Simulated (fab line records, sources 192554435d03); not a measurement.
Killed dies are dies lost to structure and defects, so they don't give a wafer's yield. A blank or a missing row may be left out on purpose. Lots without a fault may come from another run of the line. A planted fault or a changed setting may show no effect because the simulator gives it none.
fab line records | flow n5_finfet | part 2 of 2: steps 5 to 6 of 6
record lots=24 wafers=72 last_day=22
route steps=1938 shown GATE_CUT@514 MOL_CONTACT_COAG@561
lots that met no fault: from a run of the same line without faults
start_h: hours from the record's first day to the start of the lot's first wafer shown | wait_h: hours since the lot's step before | " the same as in the row above | L1.1+2: a row that stands for several wafers | - no value, or no start given | * or withheld: withheld | < > ~ a bound
route shown NAME@n: a module of which the file shows steps, and the number in the route of the first | usual: mean/standard deviation of fault-free wafers | same: alike in all rows | chamber/n: place in a boat | sites: the reading at each site | _std_site: their standard deviation | _edge_site: outer sites' mean less inner sites' | radius_mm: how far each site lies from the wafer's centre | mask NAME#n: copy n | behind: the tool/chamber that last shaped the wafer | hold: why the lot was held/for how many hours/how that ended | device: the transistor (n, p or np) that didn't switch | end of line: the same wafers' tests at the end of the route | a step without rows: its recipe alone | killed: dies lost to structure and defects at the first sort, not the wafer's yield | map: a wafer's dies, x killed, . not, _ none there
set.NAME: the setting as run; set.NAME@STEP: as run at that earlier step | model.NAME: the simulator's own value behind a step, which no gauge read
steps of the route over a sample of lots; a table a step, a row a wafer
services: from which hour (start_h, from the record's first day; less than 0 if before it) a tool's chamber was out of use, for how many hours, and why
## steps
# step N5_MOL_CONTACT_COAG_ETCH_47
# recipe chemistry=CH3F/O2 target=SiNx target_depth_a=270 mask_material=SiO2 stop_on=W over_etch_frac=0.2 ion_energy_ev=120 endpoint=OES-CN pressure_mtorr=30 source_w=395 bias_w=73 Ar_flow_sccm=150 CH3F_flow_sccm=30 O2_flow_sccm=20 ends=end_point
# usual drypump_motor_current_A=5.7/0.45 etch_rf_on_time_s=31.3/0.47 oes_product_au=0.69/0.091 rf_vpp_V=297.3/2.9 showerhead_plenum_p_Torr=2.01/0.074 throttle_valve_pct=16.43/0.15
# columns lot.wafer tool chamber start_h wait_h drypump_motor_current_A etch_rf_on_time_s oes_product_au rf_hours_counter_h rf_vpp_V showerhead_plenum_p_Torr throttle_valve_pct
L074.1 rie_diel-04 3 100.90 0.0 5.1 31.2 0.65 205 298.7 2.06 16.47
L074.3 " 2 " " 5.2 31.2 0.65 181 295.8 1.99 16.43
L074.5 " 0 " " 6.1 31.1 0.63 - 298.0 1.89 16.52
L075.2 rie_diel-04 2 110.23 0.0 5.2 31.5 0.64 185 293.9 1.99 16.47
L075.4 " 0 " " 6.1 31.3 0.62 234 295.5 1.89 16.54
L075.5 " 1 " " 5.5 30.5 0.86 - 297.2 1.96 16.36
L076.4 rie_diel-04 1 113.67 0.0 5.6 31.3 0.84 16 297.6 1.96 16.37
L076.5 " 3 " " 5.1 31.1 0.65 - 298.7 2.06 16.50
L076.6 " 2 " " 5.1 31.3 0.64 - 296.5 1.99 16.45
L077.1 rie_diel-04 0 117.30 0.0 6.1 31.8 0.61 236 295.2 1.89 16.52
L077.4 " 2 " " 5.2 32.0 0.63 188 294.8 1.99 16.45
L077.6 " 3 " " 5.1 31.5 0.64 - 298.1 2.06 16.50
L078.4 rie_diel-02 3 122.19 0.0 5.6 31.2 0.71 125 296.3 1.93 16.48
L078.5 " 3 " " 5.6 31.3 0.70 - 294.7 1.93 16.48
L078.6 " 2 " " 5.7 30.6 0.74 - 302.3 2.10 16.34
L079.1 rie_diel-05 1 131.82 0.0 5.4 31.7 0.60 240 293.4 1.89 16.49
L079.3 " 3 " " 6.6 31.8 0.65 172 295.6 2.08 16.46
L079.4 " 3 " " 6.6 31.6 0.65 - 295.4 2.08 16.47
L080.3 rie_diel-05 1 134.55 0.0 5.4 32.0 0.60 241 292.7 1.89 16.50
L080.4 " 2 " " 5.8 31.4 0.64 - 294.8 2.06 16.73
L080.5 " 1 " " 5.4 31.9 0.61 - 292.5 1.89 16.49
L081.1 rie_diel-04 2 140.42 0.0 5.1 31.4 0.63 196 294.7 1.99 16.47
L081.2 " 0 " " 6.1 31.3 0.61 244 295.4 1.88 16.55
L081.4 " 1 " " 5.5 30.5 0.83 26 296.4 1.95 16.39
L082.1 rie_diel-05 3 147.74 0.0 6.6 31.9 0.63 180 296.0 2.07 16.46
L082.3 " 1 " " 5.4 31.8 0.60 246 292.7 1.89 16.51
L082.6 " 1 " " 5.4 31.9 0.60 - 291.0 1.89 16.51
L083.2 rie_diel-05 3 159.63 0.0 6.6 31.8 0.64 184 296.6 2.07 16.46
L083.3 " 0 " " 6.3 31.0 0.84 9 303.5 2.04 16.19
L083.4 " 0 " " 6.3 31.1 0.84 - 305.1 2.04 16.19
L084.4 rie_diel-04 1 159.89 0.0 5.6 31.1 0.82 - 296.8 1.95 16.41
L084.5 " 3 " " 5.1 31.5 0.63 - 299.9 2.05 16.51
L084.6 " 2 " " 5.2 31.6 0.63 - 295.2 1.98 16.48
L085.1 rie_diel-05 0 166.85 0.0 6.3 30.5 0.84 12 304.5 2.04 16.19
L085.2 " 3 " " 6.6 31.5 0.64 187 296.4 2.07 16.48
L085.6 " 3 " " 6.6 31.1 0.64 - 297.1 2.07 16.49
L086.3 rie_diel-02 3 172.19 0.0 5.6 31.4 0.69 143 295.3 1.92 16.50
L086.5 " 0 " " 5.6 31.2 0.64 - 299.8 1.91 16.32
L086.6 " 1 " " 5.7 31.6 0.66 - 296.9 2.08 16.33
L087.2 rie_diel-04 0 179.98 0.0 6.1 30.1 0.90 1 301.8 2.13 16.11
L087.4 " 1 " " 5.6 31.0 0.80 42 298.1 1.95 16.41
L087.6 " 1 " " 5.6 31.3 0.80 - 296.3 1.95 16.42
L088.2 rie_diel-04 3 181.75 0.0 5.1 31.8 0.62 237 299.2 2.05 16.56
L088.5 " 2 " " 5.2 31.9 0.62 - 294.9 1.98 16.52
L088.6 " 3 " " 5.1 31.7 0.62 - 298.7 2.05 16.55
L089.1 rie_diel-04 3 188.94 0.0 5.1 31.3 0.63 240 298.6 2.05 16.54
L089.2 " 2 " " 5.1 31.1 0.63 216 294.0 1.98 16.51
L089.3 " 1 " " 5.6 30.5 0.81 45 297.7 1.95 16.43
L090.3 rie_diel-04 3 195.63 0.0 5.1 31.8 0.61 243 298.0 2.05 16.55
L090.5 " 2 " " 5.1 31.6 0.62 - 296.2 1.98 16.51
L090.6 " 1 " " 5.6 31.1 0.80 - 297.6 1.95 16.43
L091.1 rie_diel-02 2 200.46 0.0 5.7 31.3 0.71 104 302.3 2.09 16.41
L091.2 " 3 " " 5.6 31.7 0.68 153 294.3 1.92 16.52
L091.3 " 1 " " 5.7 31.8 0.65 175 297.1 2.07 16.37
L092.1 rie_diel-05 2 208.35 0.0 5.8 31.2 0.62 233 294.1 2.06 16.77
L092.2 " 1 " " 5.4 30.9 0.83 11 297.4 2.14 16.05
L092.5 " 2 " " 5.7 31.0 0.62 - 293.1 2.06 16.78
L093.1 rie_diel-02 0 211.60 0.0 5.6 31.6 0.63 203 298.6 1.91 16.39
L093.4 " 1 " " 5.8 31.6 0.65 177 297.9 2.07 16.37
L093.5 " 3 " " 5.6 32.1 0.67 - 296.4 1.92 16.52
L094.1 rie_diel-04 1 216.69 0.0 5.6 32.0 0.77 56 296.2 1.94 16.44
L094.5 " 0 " " 6.1 30.9 0.83 - 301.6 2.13 16.12
L094.6 " 1 " " 5.5 31.9 0.77 - 298.2 1.94 16.45
L095.4 rie_diel-04 0 223.51 0.0 6.1 30.3 0.82 - 300.2 2.12 16.13
L095.5 " 2 " " 5.2 31.3 0.61 - 295.6 1.97 16.54
L095.6 " 1 " " 5.6 30.9 0.78 - 297.9 1.94 16.46
L096.3 rie_diel-05 1 230.42 0.0 5.4 31.2 0.82 19 297.4 2.13 16.07
L096.4 " 0 " " 6.3 31.3 0.79 34 303.7 2.03 16.25
L096.6 " 3 " " 6.5 31.9 0.62 - 295.4 2.06 16.54
L097.3 rie_diel-02 0 241.72 0.0 5.6 31.8 0.62 214 299.1 1.90 16.36
L097.4 " 2 " " 5.7 31.2 0.70 117 303.5 2.09 16.44
L097.5 " 1 " " 5.7 31.4 0.65 - 296.9 2.07 16.39
# step N5_MOL_CONTACT_COAG_STRIP_119
# recipe chemistry=N2/H2 time_s=30 power_w=1000 temp_c=250 pressure_mtorr=withheld n2_flow_sccm=1750 h2_flow_sccm=3250
# usual drypump_motor_current_A=6.0/0.51 heater_power_w=305/16
# same time_s=30
# columns lot.wafer tool chamber start_h wait_h drypump_motor_current_A heater_power_w rf_hours_counter_h
L074.1 plasma_asher-02 0 100.99 0.1 6.6 323 46
L074.3 " 1 " " 5.1 318 -
L074.5 " 1 " " 5.1 323 -
L075.2 plasma_asher-02 0 110.31 0.1 6.6 317 48
L075.4 " 1 " " 5.1 324 -
L075.5 " 0 " " 6.6 329 -
L076.4 plasma_asher-01 0 113.78 0.1 6.0 297 -
L076.5 " 0 " " 6.0 288 -
L076.6 " 1 " " 6.0 303 -
L077.1 plasma_asher-01 0 117.39 0.1 6.0 288 90
L077.4 " 0 " " 6.0 282 -
L077.6 " 0 " " 6.0 288 -
L078.4 plasma_asher-01 0 122.29 0.1 6.0 294 -
L078.5 " 0 " " 6.0 282 -
L078.6 " 1 " " 6.1 301 -
L079.1 plasma_asher-01 1 131.90 0.1 6.0 301 92
L079.3 " 0 " " 6.0 279 -
L079.4 " 1 " " 6.0 298 -
L080.3 plasma_asher-01 0 134.65 0.1 6.0 286 -
L080.4 " 1 " " 6.0 296 -
L080.5 " 0 " " 6.0 283 -
L081.1 plasma_asher-01 0 140.50 0.1 6.0 286 95
L081.2 " 1 " " 6.0 300 95
L081.4 " 0 " " 6.0 282 -
L082.1 plasma_asher-01 1 147.82 0.1 6.1 289 96
L082.3 " 1 " " 6.1 300 -
L082.6 " 1 " " 6.0 305 -
L083.2 plasma_asher-02 1 159.71 0.1 5.1 319 57
L083.3 " 1 " " 5.1 316 -
L083.4 " 0 " " 6.6 320 -
L084.4 plasma_asher-02 0 160.26 0.3 6.6 326 -
L084.5 " 0 " " 6.6 316 -
L084.6 " 1 " " 5.1 327 -
L085.1 plasma_asher-02 0 166.93 0.1 6.6 323 59
L085.2 " 1 " " 5.1 319 59
L085.6 " 0 " " 6.6 320 -
L086.3 plasma_asher-02 0 172.29 0.1 6.6 325 -
L086.5 " 0 " " 6.7 322 -
L086.6 " 1 " " 5.1 322 -
L087.2 plasma_asher-01 0 180.06 0.1 6.0 287 103
L087.4 " 0 " " 6.0 289 -
L087.6 " 0 " " 6.0 292 -
L088.2 plasma_asher-01 0 181.83 0.1 6.0 293 104
L088.5 " 1 " " 6.0 295 -
L088.6 " 0 " " 6.0 279 -
L089.1 plasma_asher-02 1 189.02 0.1 5.1 321 63
L089.2 " 0 " " 6.7 326 63
L089.3 " 0 " " 6.6 322 -
L090.3 plasma_asher-01 1 195.73 0.1 6.0 307 -
L090.5 " 1 " " 6.1 303 -
L090.6 " 0 " " 6.0 284 -
L091.1 plasma_asher-01 1 200.54 0.1 6.0 295 107
L091.2 " 0 " " 6.0 291 107
L091.3 " 0 " " 6.0 283 -
L092.1 plasma_asher-01 1 208.43 0.1 6.0 300 108
L092.2 " 0 " " 6.0 287 108
L092.5 " 0 " " 6.0 292 -
L093.1 plasma_asher-02 1 211.68 0.1 5.1 317 68
L093.4 " 0 " " 6.6 326 -
L093.5 " 1 " " 5.1 323 -
L094.1 plasma_asher-02 1 216.77 0.1 5.1 327 69
L094.5 " 1 " " 5.1 325 -
L094.6 " 0 " " 6.6 322 -
L095.4 plasma_asher-01 1 223.58 0.0 6.0 302 -
L095.5 " 0 " " 6.0 288 -
L095.6 " 1 " " 6.0 296 -
L096.3 plasma_asher-01 0 230.53 0.1 6.0 280 -
L096.4 " 1 " " 6.1 298 -
L096.6 " 0 " " 6.0 285 -
L097.3 plasma_asher-02 0 241.84 0.1 6.6 331 -
L097.4 " 1 " " 5.0 326 -
L097.5 " 1 " " 5.0 321 -
## services
# columns tool chamber start_h hours kind
cmp-04 - 66.87 3.8 pm
cmp-01 - 69.52 5.3 pm
cmp-01 - 74.85 1.1 repair
rie_diel-04 3 81.15 6.9 repair
cmp-01 - 84.98 1.5 repair
cmp-01 - 87.00 1.8 repair
cmp-01 - 115.21 8.2 repair
cmp-04 - 116.21 6.9 pm
rie_diel-05 1 126.71 2.8 repair
cmp-01 - 130.49 4.0 pm
rie_diel-05 2 144.20 3.8 repair
rie_diel-04 0 157.01 - clean
rie_diel-04 0 157.01 - consumable_replace:focus_ring
rie_diel-04 0 157.01 - consumable_replace:showerhead
rie_diel-04 0 157.01 20.0 scheduled_down
plasma_asher-01 - 159.51 2.8 pm
rie_diel-05 - 172.97 2.8 pm
cmp-04 - 187.56 0.4 repair
plasma_asher-01 - 188.82 1.2 repair
plasma_asher-02 - 192.19 0.8 repair
cmp-04 - 233.46 4.0 pm
cmp-03 - 235.38 10.9 pm
plasma_asher-01 - 235.48 28.1 pm
rie_diel-02 - 238.40 0.2 repair
